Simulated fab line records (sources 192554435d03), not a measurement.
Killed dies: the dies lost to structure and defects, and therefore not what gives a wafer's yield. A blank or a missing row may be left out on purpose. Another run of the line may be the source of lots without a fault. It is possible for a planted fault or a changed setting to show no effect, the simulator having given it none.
What tool caused it? :: flow n5 finfet :: 24 lots with 72 wafers sampled at 2 steps, on a route of 1938 steps

## WHAT THE GAUGES READ, wafer by wafer
N5_BEOL_M1_CD_MEAS_28: target cd y 23.3 nm.
lot: L074
measured: day 7 14:41
on: cd sem-02
cd nm (nm): 23.84 23.95 24.05

lot: L075
measured: day 7 16:07
on: cd sem-01
cd nm (nm): 23.88 23.80 23.80

lot: L076
measured: day 7 16:37
on: cd sem-01
cd nm (nm): 24.41 23.78 24.49

lot: L077
measured: day 7 18:14
on: cd sem-03
cd nm (nm): 23.94 23.91 24.48

lot: L080
measured: day 7 18:41
on: cd sem-03
cd nm (nm): 24.49 24.54 23.49

lot: L079
measured: day 7 20:23
on: cd sem-03
cd nm (nm): 24.13 24.06 23.83

lot: L078
measured: day 7 22:54
on: cd sem-01
cd nm (nm): 23.72 24.46 23.99

lot: L081
measured: day 8 00:02
on: cd sem-02
cd nm (nm): 23.80 23.60 23.92

lot: L082
measured: day 8 00:19
on: cd sem-01
cd nm (nm): 24.08 24.01 23.74

lot: L083
measured: day 8 13:10
on: cd sem-01
cd nm (nm): 24.46 24.27 24.37

lot: L084
measured: day 8 13:25
on: cd sem-02
cd nm (nm): 23.71 23.67 23.61

lot: L085
measured: day 9 01:54
on: cd sem-01
cd nm (nm): 23.92 24.03 23.82

lot: L086
measured: day 9 10:17
on: cd sem-02
cd nm (nm): 24.34 24.28 23.95

lot: L088
measured: day 9 12:29
on: cd sem-01
cd nm (nm): 24.41 23.79 24.18

lot: L087
measured: day 9 12:41
on: cd sem-03
cd nm (nm): 23.85 23.91 24.02

lot: L089
measured: day 10 02:26
on: cd sem-01
cd nm (nm): 24.20 24.28 24.07

lot: L090
measured: day 10 06:33
on: cd sem-02
cd nm (nm): 23.62 23.83 23.70

lot: L091
measured: day 10 18:22
on: cd sem-03
cd nm (nm): 24.12 24.08 23.98

lot: L092
measured: day 10 21:29
on: cd sem-03
cd nm (nm): 23.83 23.85 24.18

lot: L093
measured: day 11 00:24
on: cd sem-02
cd nm (nm): 24.15 23.90 23.80

lot: L094
measured: day 11 05:56
on: cd sem-01
cd nm (nm): 23.93 24.25 24.15

lot: L095
measured: day 11 12:35
on: cd sem-02
cd nm (nm): 24.00 23.92 23.77

lot: L096
measured: day 11 15:08
on: cd sem-02
cd nm (nm): 24.16 24.15 24.47

lot: L097
measured: day 12 04:53
on: cd sem-02
cd nm (nm): 23.77 23.59 23.96

## WHAT TOOL EACH LOT RAN ON (gives the tool, then ch and the chambers of the sampled wafers, and finally the start)
lot: L074
N5_BEOL_M0_PRE_CLEAN_131: cvd co-02 ch 0,2, day 7 12:55

lot: L075
N5_BEOL_M0_PRE_CLEAN_131: cvd co-02 ch 1,2, day 7 14:20

lot: L076
N5_BEOL_M0_PRE_CLEAN_131: cvd co-01 ch 1,2, day 7 14:32

lot: L077
N5_BEOL_M0_PRE_CLEAN_131: cvd co-02 ch 0,1,2, day 7 15:35

lot: L080
N5_BEOL_M0_PRE_CLEAN_131: cvd co-01 ch 1,2, day 7 16:13

lot: L079
N5_BEOL_M0_PRE_CLEAN_131: cvd co-02 ch 0,1,2, day 7 17:12

lot: L078
N5_BEOL_M0_PRE_CLEAN_131: cvd co-02 ch 0,2, day 7 19:37

lot: L081
N5_BEOL_M0_PRE_CLEAN_131: cvd co-02 ch 1,2, day 7 21:45

lot: L082
N5_BEOL_M0_PRE_CLEAN_131: cvd co-01 ch 0,1,2, day 7 22:02

lot: L083
N5_BEOL_M0_PRE_CLEAN_131: cvd co-01 ch 0,1, day 8 10:05

lot: L084
N5_BEOL_M0_PRE_CLEAN_131: cvd co-02 ch 0,1,2, day 8 10:37

lot: L085
N5_BEOL_M0_PRE_CLEAN_131: cvd co-02 ch 0,2, day 8 21:54

lot: L086
N5_BEOL_M0_PRE_CLEAN_131: cvd co-01 ch 1,2, day 9 08:02

lot: L088
N5_BEOL_M0_PRE_CLEAN_131: cvd co-01 ch 0,1,2, day 9 10:44

lot: L087
N5_BEOL_M0_PRE_CLEAN_131: cvd co-02 ch 0,2, day 9 10:52

lot: L089
N5_BEOL_M0_PRE_CLEAN_131: cvd co-02 ch 0,2, day 9 23:04

lot: L090
N5_BEOL_M0_PRE_CLEAN_131: cvd co-02 ch 0,1,2, day 10 03:38

lot: L091
N5_BEOL_M0_PRE_CLEAN_131: cvd co-01 ch 1,2, day 10 16:13

lot: L092
N5_BEOL_M0_PRE_CLEAN_131: cvd co-02 ch 0,1,2, day 10 18:46

lot: L093
N5_BEOL_M0_PRE_CLEAN_131: cvd co-01 ch 0,1,2, day 10 21:01

lot: L094
N5_BEOL_M0_PRE_CLEAN_131: cvd co-01 ch 0,1, day 11 02:42

lot: L095
N5_BEOL_M0_PRE_CLEAN_131: cvd co-01 ch 0,1,2, day 11 10:01

lot: L096
N5_BEOL_M0_PRE_CLEAN_131: cvd co-01 ch 0,1,2, day 11 13:22

lot: L097
N5_BEOL_M0_PRE_CLEAN_131: cvd co-01 ch 1,2, day 12 02:06
- N5_BEOL_M0_PRE_CLEAN_131: time 15 s.

## WHAT THE TOOLS THEMSELVES READ (means of the sampled wafers that have a number; where no wafer has one, the mark that the record gives instead)
N5_BEOL_M0_PRE_CLEAN_131.
lot: L074
tool: cvd co-02
heater power w (W): 80

lot: L075
tool: cvd co-02
heater power w (W): 86

lot: L076
tool: cvd co-01
heater power w (W): 80

lot: L077
tool: cvd co-02
heater power w (W): 83

lot: L080
tool: cvd co-01
heater power w (W): 81

lot: L079
tool: cvd co-02
heater power w (W): 81

lot: L078
tool: cvd co-02
heater power w (W): 81

lot: L081
tool: cvd co-02
heater power w (W): 87

lot: L082
tool: cvd co-01
heater power w (W): 84

lot: L083
tool: cvd co-01
heater power w (W): 87

lot: L084
tool: cvd co-02
heater power w (W): 82

lot: L085
tool: cvd co-02
heater power w (W): 78

lot: L086
tool: cvd co-01
heater power w (W): 77

lot: L088
tool: cvd co-01
heater power w (W): 84

lot: L087
tool: cvd co-02
heater power w (W): 80

lot: L089
tool: cvd co-02
heater power w (W): 78

lot: L090
tool: cvd co-02
heater power w (W): 83

lot: L091
tool: cvd co-01
heater power w (W): 78

lot: L092
tool: cvd co-02
heater power w (W): 82

lot: L093
tool: cvd co-01
heater power w (W): 85

lot: L094
tool: cvd co-01
heater power w (W): 90

lot: L095
tool: cvd co-01
heater power w (W): 84

lot: L096
tool: cvd co-01
heater power w (W): 83

lot: L097
tool: cvd co-01
heater power w (W): 79

## THE ANSWER, worked out from the rows above alone
Rule: what is usual is taken from the lots themselves. The widest of any qualifying gaps counts: lots, ordered by their means at a reading, are off when they make up no more than a third of the lots, leave a main group of 4 or more, and stand apart from it by 3 or more times the standard deviation of that group's means. A main group whose means are all the same, to the digits that the tables above print for the reading, isn't used. Also off: a lot with no number at a reading for which 4 or more lots have one. Where the step has rows for the other lots, those lots are counted as sound. Order of review: gauges by route order, followed by the tools' own readings, for which a lot's mean as printed above is used. At the first step where some lot is off, the reading lying furthest off is the one used; lots without a number count as furthest.
None of the lots is off at any reading shown; this tells nothing.

## WHAT HAD BEEN PUT IN BY THE SIMULATOR
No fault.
